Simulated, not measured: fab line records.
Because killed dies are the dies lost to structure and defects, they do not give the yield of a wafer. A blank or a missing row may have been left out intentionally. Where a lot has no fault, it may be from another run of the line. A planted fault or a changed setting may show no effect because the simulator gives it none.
fab line records	flow n5Finfet
[record] lots = 9	wafers = 27	lastDay = 17
route steps=1938 shown BEOL_M4@1111 BEOL_M13@1674 PASSIVATION@1936
lots that met no fault: from a run of the same line without faults
startH: the number of hours between the record's first day and the start of the first shown wafer of the lot	waitH: hours elapsed since this lot's preceding step	" repeats the value in the row above	L1.1+2: one row covering several wafers at once	- value missing, or start not given	* or withheld: withheld	< > ~ a bound
route shown NAME@n: NAME is a module with steps in the file, n the number in the route of the first one	usual: mean/standard deviation taken from wafers without a fault	same: alike in all rows	chamber/n: place in a boat	sites: the reading at each site	_std_site: the values' standard deviation	_edge_site: inner sites' mean taken away from outer sites' mean	radiusMm: for every site, how far away it sits from the centre of the wafer	mask NAME#n: copy n	behind: the tool/chamber that last shaped the wafer	hold: the reason the lot was held/the length of the hold in hours/how it ended	device: names the non-switching transistor (n, p or np)	end of line: the tests these same wafers got at the end of their route	a step given without rows: its recipe and nothing more	killed: not the wafer's yield, but the dies lost to structure and defects at the first sort	map: a wafer's dies, x killed, . not, _ none there
set.NAME: setting as actually run; set.NAME@STEP: the setting as run at that earlier step	model.NAME: the simulator's own value behind a step, which no gauge read
a sample of lots followed through the steps of the route, with each step as a table and each wafer as a row
services: when a tool's chamber went out of use (startH, in hours from the record's first day, below 0 if earlier), for how many hours, and the reason
[[steps]]
[step N5_BEOL_M4_RC_MEAS_101]
[usual] DIBL_N = 36.4/1.5	DIBL_P = 36.6/1.9	IOFF_N = 0.155/0.021	IOFF_P = 0.211/0.028	ION_N = 671/8.6	ION_P = 462/5.8	SS_N = 71.5/0.5	SS_P = 73.4/0.58	VT_N = 250.1/2.4	VT_P = -250.1/3
lot.wafer	tool	chamber	startH	waitH	DIBL_N[mV/V]	DIBL_P[mV/V]	IOFF_N[nA/um]	IOFF_P[nA/um]	ION_N[uA/um]	ION_P[uA/um]	SS_N[mV/dec]	SS_P[mV/dec]	VT_N[mV]	VT_P[mV]
L114.1	prober-01	0	178.75	0.0	36.4	37.3	0.155	0.241	671	472	71.1	73.9	248.2	-247.0
L114.2	"	0	"	"	36.8	37.6	0.159	0.256	664	466	70.7	73.5	248.4	-247.3
L114.4	"	0	"	"	36.8	38.0	0.158	0.251	675	469	71.4	74.1	250.2	-246.1
L118.2	prober-02	0	207.85	0.2	36.5	36.7	0.155	0.208	673	460	71.6	73.4	250.9	-250.0
L118.5	"	0	"	"	34.8	33.9	0.126	0.179	664	459	71.2	72.0	250.4	-253.1
L118.6	"	0	"	"	36.1	36.1	0.144	0.205	669	462	71.3	73.7	252.1	-252.4
L120.2	prober-01	0	214.80	0.2	35.8	36.1	0.159	0.205	677	461	71.3	73.3	249.3	-251.5
L120.5	"	0	"	"	37.2	38.0	0.187	0.236	683	462	71.7	73.5	245.6	-248.7
L120.6	"	0	"	"	34.7	35.6	0.134	0.195	658	456	70.5	73.3	251.4	-252.2
L123.3	prober-02	0	237.28	0.3	38.7	38.5	0.179	0.225	667	459	71.6	74.1	249.6	-251.0
L123.4	"	0	"	"	37.9	37.2	0.162	0.197	675	458	72.3	73.1	250.2	-252.6
L123.5	"	0	"	"	35.8	34.8	0.128	0.170	660	449	71.3	73.0	255.4	-253.6
L126.1	prober-02	0	244.49	0.0	36.9	36.7	0.175	0.236	675	459	70.7	73.8	246.6	-248.5
L126.3	"	0	"	"	36.0	35.0	0.158	0.202	670	460	71.4	73.5	248.5	-249.7
L126.4	"	0	"	"	34.8	33.6	0.136	0.183	655	455	71.3	72.8	252.5	-252.3
L125.3	prober-01	0	244.51	0.3	36.8	35.7	0.153	0.200	669	461	71.3	73.3	250.2	-250.9
L125.5	"	0	"	"	36.4	34.3	0.132	0.178	669	457	71.5	72.7	254.0	-251.9
L125.6	"	0	"	"	37.2	35.9	0.162	0.203	672	461	72.4	72.8	247.5	-250.6
L129.1	prober-01	0	268.67	0.0	37.4	37.4	0.165	0.216	673	456	72.4	73.7	249.8	-250.1
L129.5	"	0	"	"	37.3	37.3	0.157	0.215	661	459	72.3	73.1	250.2	-250.8
L129.6	"	0	"	"	37.6	37.9	0.167	0.225	669	466	71.7	73.4	250.1	-247.8
L128.1	prober-01	0	273.76	0.0	37.7	37.4	0.158	0.238	669	463	72.0	73.7	249.9	-249.9
L128.3	"	0	"	"	37.2	37.2	0.149	0.240	665	462	71.5	73.4	249.9	-250.2
L128.5	"	0	"	"	38.2	38.3	0.169	0.260	671	471	71.9	73.4	249.4	-246.3
L135.3	prober-02	0	308.56	0.3	37.5	37.3	0.160	0.168	675	452	72.1	73.6	248.8	-257.4
L135.4	"	0	"	"	36.8	37.3	0.155	0.173	675	458	70.9	73.6	248.2	-256.5
L135.5	"	0	"	"	38.2	38.1	0.175	0.183	691	461	71.8	73.1	247.3	-256.1
[step N5_BEOL_M13_VIA_ETCH_16]
[recipe] chemistry = C4F8/O2/Ar	target = SiOC	pressureMtorr = 30	sourceW = 3000	biasW = 700	Ar_flow_sccm = 400	C4F8_flow_sccm = 15	O2_flow_sccm = 8	heInnerTorr = 15	heOuterTorr = 30	targetDepthA = 9217	timeS = withheld	ionEnergyEv = 250	ends = cleared
[usual] C4F8_flow_sccm = 15.00/0.04	O2_flow_sccm = 8.001/0.023	drypumpMotorCurrentA = 5.6/0.48	oesProductAu = 0.72/0.088	rfVppV = 665.2/2.9	showerheadPlenumPTorr = 3.42/0.097	throttleValvePct = 24.18/0.17
lot.wafer	tool	chamber	startH	waitH	C4F8_flow_sccm	O2_flow_sccm	drypumpMotorCurrentA	oesProductAu	rfVppV	showerheadPlenumPTorr	throttleValvePct
L114.1	rieDiel-03	1	247.41	0.0	15.02	8.014	5.4	0.71	664.9	3.44	24.11
L114.2	"	0	"	"	15.07	8.004	5.5	0.72	665.5	3.42	24.03
L114.4	"	1	"	"	15.00	7.989	5.4	0.72	664.1	3.44	24.13
L118.2	rieDiel-02	0	279.34	0.0	15.04	8.012	5.9	0.79	670.0	3.60	23.68
L118.5	"	0	"	"	15.00	8.020	5.9	0.81	671.6	3.60	23.67
L118.6	"	1	"	"	14.97	8.053	5.5	0.76	666.2	3.45	23.90
L120.2	rieDiel-03	0	282.31	0.0	14.97	8.015	5.5	0.70	665.2	3.41	24.03
L120.5	"	1	"	"	14.97	8.008	5.4	0.71	666.2	3.44	24.14
L120.6	"	0	"	"	14.99	7.997	5.6	0.70	665.4	3.41	24.05
L123.3	rieDiel-03	2	306.73	0.0	14.95	8.015	4.9	0.79	667.0	3.48	24.18
L123.4	"	1	"	"	15.01	7.983	5.4	0.69	664.8	3.43	24.15
L123.5	"	1	"	"	14.98	8.020	5.4	0.68	664.7	3.43	24.15
L125.3	rieDiel-05	2	310.71	0.0	14.98	7.989	6.4	0.88	670.3	3.62	24.14
L125.5	"	1	"	"	14.93	7.952	5.0	0.62	666.1	3.49	24.09
L125.6	"	2	"	"	14.95	8.027	6.4	0.87	672.8	3.62	24.14
L126.1	rieDiel-03	2	312.97	0.0	14.92	7.981	4.8	0.78	666.7	3.48	24.20
L126.3	"	1	"	"	15.09	7.964	5.5	0.68	667.2	3.43	24.16
L126.4	"	2	"	"	14.88	8.031	4.8	0.78	666.7	3.48	24.21
L129.1	rieDiel-05	3	344.35	0.0	14.95	7.984	5.5	0.64	660.0	3.26	24.44
L129.5	"	3	"	"	14.98	8.001	5.5	0.64	661.4	3.26	24.43
L129.6	"	0	"	"	14.95	7.984	6.5	0.83	663.2	3.35	24.31
L128.1	rieDiel-02	3	344.44	0.0	15.02	7.988	5.8	0.63	668.1	3.52	24.24
L128.3	"	0	"	"	15.01	8.044	5.9	0.77	669.5	3.58	23.69
L128.5	"	2	"	"	15.00	7.984	5.2	0.67	664.4	3.38	24.29
L135.3	rieDiel-03	0	381.24	0.0	14.97	7.995	5.5	0.68	665.3	3.39	24.09
L135.4	"	1	"	"	14.97	8.022	5.4	0.67	662.9	3.42	24.17
L135.5	"	0	"	"	15.04	8.000	5.6	0.67	665.0	3.39	24.09
[step N5_BEOL_M13_CD_MEAS_17]
[recipe] targetCdNm = 190	polarity = opening
[usual] cdNm = 190.4/1.8
lot.wafer	tool	chamber	startH	waitH	cdNm
L114.1	cdSem-01	-	247.86	0.0	190.5
L114.2	"	-	"	"	190.0
L114.4	"	-	"	"	189.0
L118.2	cdSem-02	-	279.78	0.0	187.2
L118.5	"	-	"	"	187.3
L118.6	"	-	"	"	186.8
L120.2	cdSem-02	-	282.75	0.0	188.3
L120.5	"	-	"	"	189.7
L120.6	"	-	"	"	190.6
L123.3	cdSem-01	-	307.22	0.0	191.7
L123.4	"	-	"	"	190.9
L123.5	"	-	"	"	191.1
L125.3	cdSem-03	-	311.15	0.0	190.4
L125.5	"	-	"	"	189.9
L125.6	"	-	"	"	192.0
L126.1	cdSem-01	-	313.42	0.0	188.8
L126.3	"	-	"	"	187.9
L126.4	"	-	"	"	188.6
L129.1	cdSem-03	-	344.80	0.0	194.0
L129.5	"	-	"	"	194.6
L129.6	"	-	"	"	190.7
L128.1	cdSem-01	-	344.92	0.0	192.3
L128.3	"	-	"	"	191.8
L128.5	"	-	"	"	191.4
L135.3	cdSem-02	-	381.70	0.0	190.5
L135.4	"	-	"	"	189.2
L135.5	"	-	"	"	190.0
[step N5_BEOL_M13_CD_MEAS_28]
[recipe] targetCdNm = 209.5	landingEnergyEv = 500	detector = seInlens
[usual] cdNm = 210.1/1.1
lot.wafer	tool	chamber	startH	waitH	cdNm
L114.1	cdSem-01	0	248.18	-	212.4
L114.2	"	0	"	"	211.4
L114.4	"	0	"	"	211.9
L118.2	cdSem-01	0	280.23	-	209.1
L118.5	"	0	"	"	209.7
L118.6	"	0	"	"	210.3
L120.2	cdSem-01	0	283.21	-	212.0
L120.5	"	0	"	"	211.2
L120.6	"	0	"	"	211.2
L123.3	cdSem-02	0	307.67	-	211.6
L123.4	"	0	"	"	211.3
L123.5	"	0	"	"	210.8
L125.3	cdSem-02	0	312.87	-	208.1
L125.5	"	0	"	"	207.3
L125.6	"	0	"	"	208.2
L126.1	cdSem-03	0	313.75	-	210.3
L126.3	"	0	"	"	211.2
L126.4	"	0	"	"	211.6
L129.1	cdSem-01	0	345.25	-	209.5
L129.5	"	0	"	"	208.9
L129.6	"	0	"	"	209.4
L128.1	cdSem-02	0	345.41	-	208.7
L128.3	"	0	"	"	208.7
L128.5	"	0	"	"	207.5
L135.3	cdSem-02	0	382.03	-	209.0
L135.4	"	0	"	"	208.8
L135.5	"	0	"	"	210.5
[step N5_BEOL_M13_ETCH_68]
[recipe] chemistry = N2/H2	target = SOC	maskMaterial = SiARC	sourceW = 3000	biasW = 350	tempC = 40	timeS = 355	ionEnergyEv = 200	pressureMtorr = 30	n2FlowSccm = 200	h2FlowSccm = 200
[usual] biasW = 349.9/0.97	chamberPressureMTorr = 30.002/0.026	drypumpMotorCurrentA = 5.5/0.41	oesProductAu = 0.79/0.087	rfVppV = 524.4/2.2	showerheadPlenumPTorr = 2.55/0.071	throttleValvePct = 17.70/0.22
lot.wafer	tool	chamber	startH	waitH	biasW	chamberPressureMTorr	drypumpMotorCurrentA	oesProductAu	rfHoursCounterH	rfVppV	showerheadPlenumPTorr	throttleValvePct
L114.1	rieDiel-03	0	248.53	0.1	349.2	30.005	5.5	0.80	117	523.2	2.56	17.75
L114.2	"	3	"	"	350.6	29.977	5.4	0.69	216	523.0	2.51	17.78
L114.4	"	1	"	"	351.1	30.000	5.4	0.79	-	524.2	2.55	17.57
L118.2	rieDiel-05	3	280.61	0.1	350.6	30.008	5.5	0.71	202	520.4	2.42	17.96
L118.5	"	3	"	"	350.6	29.996	5.5	0.72	-	522.0	2.42	17.97
L118.6	"	0	"	"	351.3	29.957	6.5	0.95	-	522.5	2.50	17.73
L120.2	rieDiel-02	0	283.97	0.1	347.8	29.985	5.9	0.88	54	526.6	2.68	17.16
L120.5	"	1	"	"	349.8	30.037	5.4	0.84	-	525.0	2.58	17.53
L120.6	"	2	"	"	350.5	30.003	5.2	0.75	-	524.1	2.53	17.98
L123.3	rieDiel-02	2	308.02	0.1	349.3	29.959	5.2	0.74	195	524.2	2.53	18.00
L123.4	"	0	"	"	351.5	30.058	5.9	0.86	-	528.2	2.68	17.16
L123.5	"	3	"	"	350.7	29.982	5.8	0.71	-	526.8	2.62	17.71
L125.3	rieDiel-02	1	313.14	0.1	-	-	-	-	-	-	-	-
L125.5	"	3	"	"	-	-	-	-	-	-	-	-
L125.6	"	0	"	"	-	-	-	-	-	-	-	-
L126.1	rieDiel-05	3	314.08	0.1	-	-	-	-	-	-	-	-
L126.3	"	2	"	"	-	-	-	-	-	-	-	-
L126.4	"	3	"	"	-	-	-	-	-	-	-	-
L129.1	rieDiel-03	1	345.52	0.1	351.0	29.985	5.4	0.76	162	526.1	2.53	17.64
L129.5	"	0	"	"	350.1	30.006	5.5	0.77	-	524.6	2.55	17.79
L129.6	"	3	"	"	350.0	29.986	5.4	0.66	-	523.1	2.50	17.83
L128.1	rieDiel-02	0	345.68	0.1	349.8	29.966	5.9	0.86	74	527.2	2.67	17.20
L128.3	"	1	"	"	349.4	30.022	5.4	0.83	73	523.8	2.57	17.56
L128.5	"	1	"	"	349.9	29.998	5.4	0.83	-	524.9	2.57	17.55
L135.3	rieDiel-02	0	382.47	0.1	349.4	29.993	5.9	0.84	84	529.1	2.67	17.23
L135.4	"	1	"	"	349.4	29.963	5.4	0.81	84	525.6	2.57	17.58
L135.5	"	3	"	"	350.9	29.954	5.8	0.69	-	526.8	2.61	17.75
[step N5_PASSIVATION_PROBE_49]
[usual] defectLimitedYield = 91.5/1.4	killed_at_M0_to_M3 = 33/10	killed_at_M4_up = 13/5	killedAtContacts = 13/5.6	killedAtFrontEnd = 38/12	killedAtOther = 3.9/2.7	killedDies = 100/16	killedOnRim = 13/4	killedOpen = 66/13	killedShort = 32/7.2	sort_bin_5_function = 5.0/0.97	sort_bin_6_memory = 3.2/0.61	sortNPass = 1080/16	sortYieldPct = 91.5/1.4
[same] grossDies = 1180	killedAtBackSide = 0	sort_bin_4_leakage[%] = 0	sort_bin_8_speed[%] = 0
lot.wafer	tool	chamber	startH	waitH	defectLimitedYield[%]	killed_at_M0_to_M3	killed_at_M4_up	killedAtContacts	killedAtFrontEnd	killedAtOther	killedDies	killedOnRim	killedOpen	killedShort	sort_bin_5_function[%]	sort_bin_6_memory[%]	sortNPass	sortYieldPct[%]
L114.1	prober-01	-	283.11	0.0	92.8	26	12	8	29	10	85	11	47	34	4.6	2.3	1095	92.8
L114.2	prober-01	-	283.16	0.1	92.5	35	17	13	20	3	88	17	59	29	4.6	2.8	1092	92.5
L114.4	prober-01	-	283.26	0.2	94.1	25	13	9	22	1	70	10	46	22	3.6	2.1	1110	94.1
L118.2	prober-01	-	309.61	0.1	91.8	42	12	19	21	3	97	15	67	29	4.8	3.1	1083	91.8
L118.5	prober-01	-	309.76	0.2	93.3	31	7	5	24	12	79	8	44	35	3.7	2.4	1101	93.3
L118.6	prober-01	-	309.81	0.3	93.4	21	4	14	33	6	78	12	45	33	3.7	2.5	1102	93.4
L120.2	prober-01	-	314.39	0.4	91.2	30	9	16	44	5	104	15	62	37	4.6	3.8	1076	91.2
L120.5	prober-01	-	314.54	0.5	90.9	30	12	15	48	2	107	14	65	35	5.7	3.0	1073	90.9
L120.6	prober-01	-	314.59	0.6	91.6	30	15	11	39	4	99	12	64	33	5.6	2.7	1081	91.6
L123.3	prober-02	-	336.39	0.1	91.6	46	8	1	42	2	99	10	50	48	5.4	2.7	1081	91.6
L123.4	prober-02	-	336.44	0.2	89.6	45	7	20	43	8	123	17	80	40	5.4	4.8	1057	89.6
L123.5	prober-02	-	336.49	0.2	91.4	39	16	9	28	10	102	15	75	25	5.3	3.1	1078	91.4
L125.3	prober-02	-	342.83	0.1	0	38	1081	6	50	5	1180	152	62	45	95.5	4.0	0	0
L125.5	prober-02	-	342.93	0.2	0	26	1089	7	55	3	1180	152	48	47	96.3	3.2	0	0
L125.6	prober-02	-	342.98	0.3	0	27	1084	13	51	5	1180	152	65	43	95.3	4.3	0	0
L126.1	prober-01	-	346.67	0.0	0	44	1089	8	37	2	1180	152	60	38	96.4	3.3	0	0
L126.3	prober-01	-	346.77	0.1	0	39	1084	16	37	4	1180	152	79	27	96.9	2.8	0	0
L126.4	prober-01	-	346.82	0.2	0	25	1105	6	42	2	1180	152	63	22	96.4	3.6	0	0
L128.1	prober-02	-	377.93	0.0	91.9	33	9	5	44	4	95	6	54	38	4.9	2.8	1085	91.9
L128.3	prober-02	-	378.03	0.1	91.5	13	7	7	71	2	100	13	61	36	4.9	3.1	1080	91.5
L128.5	prober-02	-	378.13	0.2	89.9	29	12	13	59	6	119	22	83	34	6.4	3.1	1061	89.9
L129.1	prober-01	-	379.30	0.0	91.2	29	8	26	32	9	104	13	77	25	5.3	3.5	1076	91.2
L129.5	prober-01	-	379.50	0.2	93.1	45	6	9	15	6	81	11	51	29	4.1	2.5	1099	93.1
L129.6	prober-01	-	379.55	0.3	90.5	44	11	17	32	8	112	18	66	41	5.3	3.9	1068	90.5
L135.3	prober-01	-	413.66	0.1	90.5	35	11	11	49	6	112	17	81	31	4.9	4.4	1068	90.5
L135.4	prober-01	-	413.71	0.2	93.3	32	18	9	17	3	79	10	53	23	4.3	2.3	1101	93.3
L135.5	prober-01	-	413.76	0.2	92.7	24	9	17	35	1	86	10	60	26	3.6	3.4	1094	92.7
// killed by level:class
L114.1 BEOL_M2:geometricParticle:open=8 MOL_CONTACT_COAG:geometricParticle:open=6 BEOL_M4:geometricParticle:short=6 STI_FIN_REVEAL:geometricParticle:open=5 STARTING-WAFER:geometricParticle:open=5 BEOL_M0_SAQP:geometricParticle:open=4 GATE_CUT:geometricParticle:short=3 BEOL_M0_SAQP:geometricParticle:short=3
L114.2 MOL_CONTACT_COAG:geometricParticle:open=12 BEOL_M4:geometricParticle:open=10 BEOL_M0_SAQP:geometricParticle:open=7 BEOL_M1:geometricParticle:open=7 BEOL_M1:geometricParticle:short=7 FIN_SAQP:geometricParticle:short=5 FIN_SAQP:geometricParticle:open=4 BEOL_M0_SAQP:geometricParticle:short=4
L114.4 MOL_CONTACT_COAG:geometricParticle:open=8 BEOL_M0_SAQP:geometricParticle:short=8 BEOL_M1:geometricParticle:open=6 BEOL_M0_SAQP:geometricParticle:open=6 BEOL_M4:geometricParticle:open=5 BEOL_M4:geometricParticle:short=5 STARTING-WAFER:geometricParticle:short=4 FIN_SAQP:geometricParticle:short=3
L118.2 MOL_CONTACT_COAG:geometricParticle:open=18 BEOL_M1:geometricParticle:open=13 BEOL_M0_SAQP:geometricParticle:open=7 BEOL_M4:geometricParticle:open=6 BEOL_M3:geometricParticle:open=5 FIN_SAQP:geometricParticle:short=4 STI_FIN_REVEAL:geometricParticle:open=4 GATE_CUT:geometricParticle:short=4
L118.5 BEOL_M0_SAQP:geometricParticle:short=10 FIN_SAQP:geometricParticle:open=9 PASS1_DEP:geometricParticle:short=8 BEOL_M0_SAQP:geometricParticle:open=7 FIN_SAQP:geometricParticle:short=5 BEOL_M3:geometricParticle:open=5 GATE_CUT:geometricParticle:short=4 MOL_CONTACT_COAG:geometricParticle:open=4
L118.6 FIN_SAQP:geometricParticle:short=12 MOL_CONTACT_COAG:geometricParticle:open=11 FIN_SAQP:geometricParticle:open=9 BEOL_M2:geometricParticle:open=6 BEOL_M1:geometricParticle:open=5 BEOL_M0_SAQP:geometricParticle:open=4 MOL_CONTACT_COAG:geometricParticle:short=3 BEOL_M0_SAQP:geometricParticle:short=3
L120.2 STI_FIN_REVEAL:geometricParticle:open=15 MOL_CONTACT_COAG:geometricParticle:open=12 FIN_SAQP:geometricParticle:open=11 BEOL_M0_SAQP:geometricParticle:short=10 FIN_SAQP:geometricParticle:short=8 BEOL_M0_SAQP:geometricParticle:open=6 STI_FIN_REVEAL:geometricParticle:short=4 MOL_CONTACT_COAG:geometricParticle:short=4
L120.5 STI_FIN_REVEAL:geometricParticle:open=22 MOL_CONTACT_COAG:geometricParticle:open=11 BEOL_M1:geometricParticle:open=8 FIN_SAQP:geometricParticle:short=6 BEOL_M2:geometricParticle:short=5 STI_FIN_REVEAL:geometricParticle:short=4 MOL_CONTACT_COAG:geometricParticle:short=4 BEOL_M2:geometricParticle:open=4
L120.6 MOL_CONTACT_COAG:geometricParticle:open=10 STI_FIN_REVEAL:geometricParticle:open=9 GATE_CUT:geometricParticle:short=9 BEOL_M4:geometricParticle:open=9 BEOL_M0:geometricParticle:open=6 FIN_SAQP:geometricParticle:open=5 BEOL_M0_SAQP:geometricParticle:short=5 BEOL_M0_SAQP:geometricParticle:open=5
L123.3 BEOL_M0_SAQP:geometricParticle:short=14 GATE_CUT:geometricParticle:short=12 BEOL_M0_SAQP:geometricParticle:open=10 FIN_SAQP:geometricParticle:open=5 FIN_SAQP:geometricParticle:short=5 SPACER0:geometricParticle:short=5 BEOL_M2:geometricParticle:open=5 BEOL_M3:geometricParticle:open=5
L123.4 MOL_CONTACT_COAG:geometricParticle:open=16 BEOL_M2:geometricParticle:open=15 BEOL_M1:geometricParticle:open=12 SPACER0:geometricParticle:short=7 FIN_SAQP:geometricParticle:short=6 BEOL_M0_SAQP:geometricParticle:open=6 FIN_SAQP:geometricParticle:open=5 SPACER0:geometricParticle:open=5
L123.5 BEOL_M0_SAQP:geometricParticle:open=16 MOL_CONTACT_COAG:geometricParticle:open=8 BEOL_M0_SAQP:geometricParticle:short=8 FIN_SAQP:geometricParticle:open=6 BEOL_M2:geometricParticle:open=6 BEOL_M5:geometricParticle:open=5 STI_FIN_REVEAL:geometricParticle:open=4 SPACER0:geometricParticle:open=4
L125.3 BEOL_M13:areaEtch=1072 FIN_SAQP:geometricParticle:short=11 STI_FIN_REVEAL:geometricParticle:open=11 BEOL_M0_SAQP:geometricParticle:short=11 BEOL_M0_SAQP:geometricParticle:open=10 FIN_SAQP:geometricParticle:open=8 BEOL_M2:geometricParticle:open=6 BEOL_M5:geometricParticle:open=5
L125.5 BEOL_M13:areaEtch=1083 BEOL_M0_SAQP:geometricParticle:short=15 FIN_SAQP:geometricParticle:short=14 FIN_SAQP:geometricParticle:open=11 STI_FIN_REVEAL:geometricParticle:open=10 GATE_CUT:geometricParticle:short=7 MOL_CONTACT_COAG:geometricParticle:open=6 BEOL_M0_SAQP:geometricParticle:open=5
L125.6 BEOL_M13:areaEtch=1071 FIN_SAQP:geometricParticle:open=14 STI_FIN_REVEAL:geometricParticle:open=10 FIN_SAQP:geometricParticle:short=9 MOL_CONTACT_COAG:geometricParticle:open=9 BEOL_M0_SAQP:geometricParticle:open=7 BEOL_M0_SAQP:geometricParticle:short=7 GATE_CUT:geometricParticle:open=6
L126.1 BEOL_M13:areaEtch=1082 BEOL_M0_SAQP:geometricParticle:short=15 STI_FIN_REVEAL:geometricParticle:open=13 BEOL_M0_SAQP:geometricParticle:open=13 GATE_CUT:geometricParticle:short=8 FIN_SAQP:geometricParticle:short=6 MOL_CONTACT_COAG:geometricParticle:open=6 BEOL_M3:geometricParticle:open=5
L126.3 BEOL_M13:areaEtch=1074 MOL_CONTACT_COAG:geometricParticle:open=16 BEOL_M3:geometricParticle:open=12 STI_FIN_REVEAL:geometricParticle:open=9 DUMMY_GATE:geometricParticle:open=8 BEOL_M0_SAQP:geometricParticle:open=8 BEOL_M0_SAQP:geometricParticle:short=6 STARTING-WAFER:geometricParticle:short=5
L126.4 BEOL_M13:areaEtch=1095 STI_FIN_REVEAL:geometricParticle:open=23 MOL_CONTACT_COAG:geometricParticle:open=6 BEOL_M0_SAQP:geometricParticle:short=6 BEOL_M1:geometricParticle:open=5 BEOL_M4:geometricParticle:open=4 BEOL_M0_SAQP:geometricParticle:open=4 BEOL_M3:geometricParticle:open=4
L128.1 FIN_SAQP:geometricParticle:short=13 BEOL_M0_SAQP:geometricParticle:short=11 BEOL_M0_SAQP:geometricParticle:open=10 FIN_SAQP:geometricParticle:open=7 DUMMY_GATE:geometricParticle:open=6 BEOL_M2:geometricParticle:open=6 BEOL_M4:geometricParticle:open=4 STI_FIN_REVEAL:geometricParticle:open=3
L128.3 FIN_SAQP:geometricParticle:open=22 FIN_SAQP:geometricParticle:short=8 DUMMY_GATE:geometricParticle:open=7 GATE_CUT:geometricParticle:short=5 BEOL_M0_SAQP:geometricParticle:short=5 STI_FIN_REVEAL:geometricParticle:open=4 MOL_CONTACT_COAG:geometricParticle:open=4 BEOL_M2:geometricParticle:open=4
L128.5 FIN_SAQP:geometricParticle:open=15 MOL_CONTACT_COAG:geometricParticle:open=11 BEOL_M0_SAQP:geometricParticle:open=8 BEOL_M0_SAQP:geometricParticle:short=7 FIN_SAQP:geometricParticle:short=6 DUMMY_GATE:geometricParticle:open=6 BEOL_M4:geometricParticle:open=6 GATE_CUT:geometricParticle:short=5
L129.1 MOL_CONTACT_COAG:geometricParticle:open=24 STI_FIN_REVEAL:geometricParticle:open=16 BEOL_M0_SAQP:geometricParticle:open=8 BEOL_M0_SAQP:geometricParticle:short=7 BEOL_M1:geometricParticle:open=5 DUMMY_GATE:geometricParticle:open=5 BEOL_M2:geometricParticle:short=3 FIN_SAQP:geometricParticle:short=2
L129.5 BEOL_M1:geometricParticle:open=17 BEOL_M0_SAQP:geometricParticle:short=9 MOL_CONTACT_COAG:geometricParticle:open=6 BEOL_M0_SAQP:geometricParticle:open=5 DUMMY_GATE:geometricParticle:open=4 BEOL_M1:geometricParticle:short=4 MOL_CONTACT_COAG:geometricParticle:short=3 STARTING-WAFER:geometricParticle:short=3
L129.6 BEOL_M1:geometricParticle:open=17 MOL_CONTACT_COAG:geometricParticle:open=15 BEOL_M0_SAQP:geometricParticle:short=12 GATE_CUT:geometricParticle:short=6 DUMMY_GATE:geometricParticle:open=5 BEOL_M2:geometricParticle:open=5 STARTING-WAFER:geometricParticle:short=4 STI_FIN_REVEAL:geometricParticle:open=3
L135.3 STI_FIN_REVEAL:geometricParticle:open=15 BEOL_M0_SAQP:geometricParticle:open=11 MOL_CONTACT_COAG:geometricParticle:open=10 DUMMY_GATE:geometricParticle:open=7 BEOL_M0_SAQP:geometricParticle:short=7 BEOL_M1:geometricParticle:open=6 BEOL_M4:geometricParticle:open=6 BEOL_M2:geometricParticle:open=5
L135.4 BEOL_M4:geometricParticle:open=9 BEOL_M0_SAQP:geometricParticle:open=8 BEOL_M0_SAQP:geometricParticle:short=7 MOL_CONTACT_COAG:geometricParticle:open=6 BEOL_M1:geometricParticle:open=5 BEOL_M2:geometricParticle:open=5 FIN_SAQP:geometricParticle:open=4 STI_FIN_REVEAL:geometricParticle:open=3
L135.5 MOL_CONTACT_COAG:geometricParticle:open=15 STI_FIN_REVEAL:geometricParticle:open=7 BEOL_M0_SAQP:geometricParticle:short=5 BEOL_M3:geometricParticle:open=5 STARTING-WAFER:geometricParticle:open=5 BEOL_M0_SAQP:geometricParticle:open=4 FIN_SAQP:geometricParticle:short=3 DUMMY_GATE:geometricParticle:open=3
[[services]]
tool	chamber	startH	hours	kind
rieDiel-05	0	241.21	-	clean
rieDiel-05	0	241.21	-	consumableReplace:focusRing
rieDiel-05	0	241.21	16.2	scheduledDown
rieDiel-05	0	241.21	16.2	ventCycle
rieDiel-02	-	243.38	28.1	pm
rieDiel-05	-	253.86	0.2	repair
rieDiel-05	2	270.57	-	clean
rieDiel-05	2	270.57	-	consumableReplace:focusRing
rieDiel-05	2	270.57	-	consumableReplace:showerhead
rieDiel-05	2	270.57	31.4	scheduledDown
rieDiel-05	2	270.57	31.4	ventCycle
rieDiel-02	3	290.29	7.6	repair
rieDiel-02	1	297.44	11.5	repair
rieDiel-03	0	312.23	12.7	repair
rieDiel-05	1	313.46	-	clean
rieDiel-05	1	313.46	-	consumableReplace:focusRing
rieDiel-05	1	313.46	15.3	scheduledDown
rieDiel-05	1	313.46	15.3	ventCycle
rieDiel-03	3	348.85	-	clean
rieDiel-03	3	348.85	-	consumableReplace:focusRing
rieDiel-03	3	348.85	13.8	scheduledDown
rieDiel-03	3	348.85	13.8	ventCycle
rieDiel-05	1	367.43	4.6	repair
[[key]]
[firstSign] step = N5_BEOL_M13_ETCH_68	reading = toolRecord	direction = missing
[effect] step = N5_PASSIVATION_PROBE_49	reading = killed_at_M4_up	direction = up	sigmas = 99+	usual = 13	struck = 1089
[moreKillsBornAt] N5_BEOL_M13_ETCH_68@rieDiel-05 = 3251	N5_BEOL_M13_ETCH_68@rieDiel-02 = 3226
metAt N5_BEOL_M13_ETCH_68
struckLots L125,L126
laterRowsLeftOut L125.3,L125.5,L125.6,L126.1,L126.3,L126.4
notActingAt N5_BEOL_M13_VIA_ETCH_16,N5_BEOL_M13_CD_MEAS_17,N5_BEOL_M13_CD_MEAS_28
onsetBetween 308.02 313.14
[fault] kind = skippedStepWhole	tool = rieDiel-02,rieDiel-05	chamber = -	onsetH = 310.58	steps = N5_BEOL_M13_ETCH_68	scope = struckLotsOnly
// laterRowsLeftOut: the simulator's readings of these wafers behind a module that went badly wrong aren't trusted and aren't shown, but for the sort
